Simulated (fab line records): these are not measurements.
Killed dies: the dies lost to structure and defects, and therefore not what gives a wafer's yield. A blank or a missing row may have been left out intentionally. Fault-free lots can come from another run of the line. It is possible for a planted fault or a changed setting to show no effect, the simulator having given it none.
Matching of chambers :: flow nandHarc :: NHARC_A_STAIRCASE_DEP_325 on pecvd-04: 3 sister chambers
The step deposits SiO2, target thk 3800 nm. 3 wafers are shown with their chamber, then 7 later ones without.

== WAFERS, EACH WITH ITS CHAMBER ==
wafer: L085.3
chamber: 1
heaterPowerW (W): 900

wafer: L091.2
chamber: 2
heaterPowerW (W): 609

wafer: L091.3
chamber: 0
heaterPowerW (W): 753

== WAFERS MISSING THEIR CHAMBER ==
wafer: L091.4
heaterPowerW (W): 632

wafer: L095.2
heaterPowerW (W): 583

wafer: L095.4
heaterPowerW (W): 618

wafer: L095.6
heaterPowerW (W): 504

wafer: L097.2
heaterPowerW (W): 736

wafer: L097.3
heaterPowerW (W): 855

wafer: L097.4
heaterPowerW (W): 481

== WHICH CHAMBER EACH ONE RAN IN ==
wafer: L091.4
from the rows above: can't be placed: 2 or 0
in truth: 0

wafer: L095.2
from the rows above: 2
in truth: 2

wafer: L095.4
from the rows above: can't be placed: 2 or 0
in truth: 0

wafer: L095.6
from the rows above: 2
in truth: 2

wafer: L097.2
from the rows above: can't be placed: 0 or 2
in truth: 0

wafer: L097.3
from the rows above: can't be placed: 1 or 0
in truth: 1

wafer: L097.4
from the rows above: 2
in truth: 2
Placed correctly: 3 of 7. Unplaceable from these rows: 4, with the true chamber sitting among the candidates in 4. 0 placed wrongly.
How it was worked out, from the rows above alone: a wafer's distance from a chamber is the root of the sum, over the readings, of the square of ((its reading less the chamber's mean) divided by the reading's scatter). The wafer belongs to the nearest chamber; if the next one is less than 2 further off, it can't be placed. A chamber's mean is the mean of its shown wafers. The scatter (one wafer shown for each chamber): square how far every hidden wafer sits from the nearest shown wafer, average those squares and take the square root.
